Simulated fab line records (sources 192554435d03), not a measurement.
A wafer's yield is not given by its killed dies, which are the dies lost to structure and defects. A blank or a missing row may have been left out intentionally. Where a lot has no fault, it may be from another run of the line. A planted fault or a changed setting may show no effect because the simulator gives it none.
Split-lot study -- flow n5Finfet -- 39 wafers read across 7 lots, on a route 1938 steps long

== ABOUT THE SPLIT ==
At N5_DUMMY_GATE_ETCH_31 (etches SiO2 in C4F6/O2, target depth 82.5 nm, time 27.5 s), the setting targetDepthA was moved away from the recipe's 825 angstrom on 18 of the 39 wafers read, by -4.6% to +12.9%. All remaining wafers had this setting at the recipe value.

The reading is taken at the split's own step.

== THE READING ==
SOC_of_DUMMY_GATE_COAT_34.thkNm (the simulator's own value, which no gauge read), in nm, at N5_DUMMY_GATE_ETCH_31 (etches SiO2 in C4F6/O2, target depth 82.5 nm, time 27.5 s). There is no usual value for it anywhere in the file. Here, 21 wafers ran the recipe; their average is 51.9 nm with a standard deviation of 0.22 nm.

wafer,"tool, chamber at the split","targetDepthA as run, angstrom",against the recipe,"SOC_of_DUMMY_GATE_COAT_34.thkNm, nm",against lot-mates on the recipe
L076.1,"rieDiel-04, 0",787.3,-4.6%,52.4,+0.4
L076.2,"rieDiel-04, 3",787.3,-4.6%,52.2,+0.2
L076.3,"rieDiel-04, 2",825,recipe,52,-
L076.4,"rieDiel-04, 1",825,recipe,52,-
L076.5,"rieDiel-04, 3",787.3,-4.6%,52.2,+0.2
L076.6,"rieDiel-04, 2",825,recipe,52,-
L084.1,"rieDiel-01, 0",825,recipe,52,-
L084.2,"rieDiel-01, 3",931.6,+12.9%,51,-1.1
L084.3,"rieDiel-01, 2",825,recipe,52.2,-
L084.4,"rieDiel-01, 1",931.6,+12.9%,51.2,-0.9
L084.5,"rieDiel-01, 1",931.6,+12.9%,51.2,-0.9
L084.6,"rieDiel-01, 2",825,recipe,52,-
L085.1,"rieDiel-03, 1",927.3,+12.4%,50.6,-1.2
L085.2,"rieDiel-03, 0",927.3,+12.4%,50.8,-1.0
L085.3,"rieDiel-03, 2",825,recipe,52,-
L085.4,"rieDiel-03, 3",927.3,+12.4%,50.8,-1.0
L085.5,"rieDiel-03, 1",825,recipe,51.6,-
L085.6,"rieDiel-03, 2",825,recipe,51.8,-
L090.1,"rieDiel-01, 2",825,recipe,51.8,-
L090.2,"rieDiel-01, 3",879.3,+6.6%,51.6,-0.5
L090.3,"rieDiel-01, 0",879.3,+6.6%,51,-1.1
L090.4,"rieDiel-01, 1",825,recipe,52.4,-
L090.5,"rieDiel-01, 0",879.3,+6.6%,51.4,-0.7
L090.6,"rieDiel-01, 1",825,recipe,52,-
L092.1,"rieDiel-04, 1",795.1,-3.6%,52.2,+0.5
L092.2,"rieDiel-04, 2",825,recipe,51.8,-
L092.3,"rieDiel-04, 3",825,recipe,51.6,-
L092.4,"rieDiel-04, 3",795.1,-3.6%,52,+0.3
L092.5,"rieDiel-04, 2",825,recipe,51.8,-
L092.6,"rieDiel-04, 1",795.1,-3.6%,52,+0.3
L093.1,"rieDiel-01, 3",825,recipe,52.2,-
L093.2,"rieDiel-01, 2",825,recipe,51.6,-
L093.5,"rieDiel-01, 3",825,recipe,51.6,-
L097.1,"rieDiel-03, 1",861.7,+4.4%,51.2,-0.5
L097.2,"rieDiel-03, 2",825,recipe,51.8,-
L097.3,"rieDiel-03, 3",825,recipe,51.8,-
L097.4,"rieDiel-03, 0",825,recipe,51.6,-
L097.5,"rieDiel-03, 0",861.7,+4.4%,51.4,-0.3
L097.6,"rieDiel-03, 1",861.7,+4.4%,51,-0.7

FIT RESULTS
A straight line over all 39 wafers: SOC_of_DUMMY_GATE_COAT_34.thkNm changes by -0.0771 nm for each +1% of targetDepthA; r = -0.87; the points scatter about the line by 0.23 nm.
The same after taking each lot's own level away (the mean of its wafers on the recipe; 39 wafers): -0.0816 nm for each +1%; r = -0.92; scatter 0.18 nm.
The reading moves by 1.1 nm for the largest change in targetDepthA, on that fit.
From 51.73 to 52.07 nm: that is the span of the lots' own levels, equal to 1.5 times the standard deviation above.
Hence the lot-to-lot level has little effect on the slope; both slopes agree.
Check: with one of the wafers moved furthest among these (+12.9%) left out of the fit, the line predicts -1.09 nm for it against its lot-mates. Against them it came out at -1.07 nm.

== THESE WAFERS: OTHER SPLITS ==
Other splits were also applied to these wafers ahead of the reading. Each is held against what the fit with the lots' levels taken away leaves over:
other split on the same wafers,wafers away from the commonest value,r with SOC_of_DUMMY_GATE_COAT_34.thkNm (lot level and that fit taken away)
N5_WELL_APT_EXPOSE_22 doseMj,12,-0.16

== THE WHOLE CHAIN: every reading that the file lists as answering this split, in the file's order ==
step,what it does,reading,change (the file's fit),r (the file's)
N5_DUMMY_GATE_ETCH_31,"etches SiO2 in C4F6/O2, target depth 82.5 nm, time 27.5 s","etch.depthNm (the simulator's own value, which no gauge read)",+0.787 nm for each +1% of the setting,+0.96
N5_DUMMY_GATE_ETCH_31,"etches SiO2 in C4F6/O2, target depth 82.5 nm, time 27.5 s","SOC_of_DUMMY_GATE_COAT_34.thkNm (the simulator's own value, which no gauge read)",-0.0836 nm for each +1% of the setting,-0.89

== THE FILE'S OWN FIT ==
SOC_of_DUMMY_GATE_COAT_34.thkNm changes by -0.0836 nm for each +1% of targetDepthA, r = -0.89.
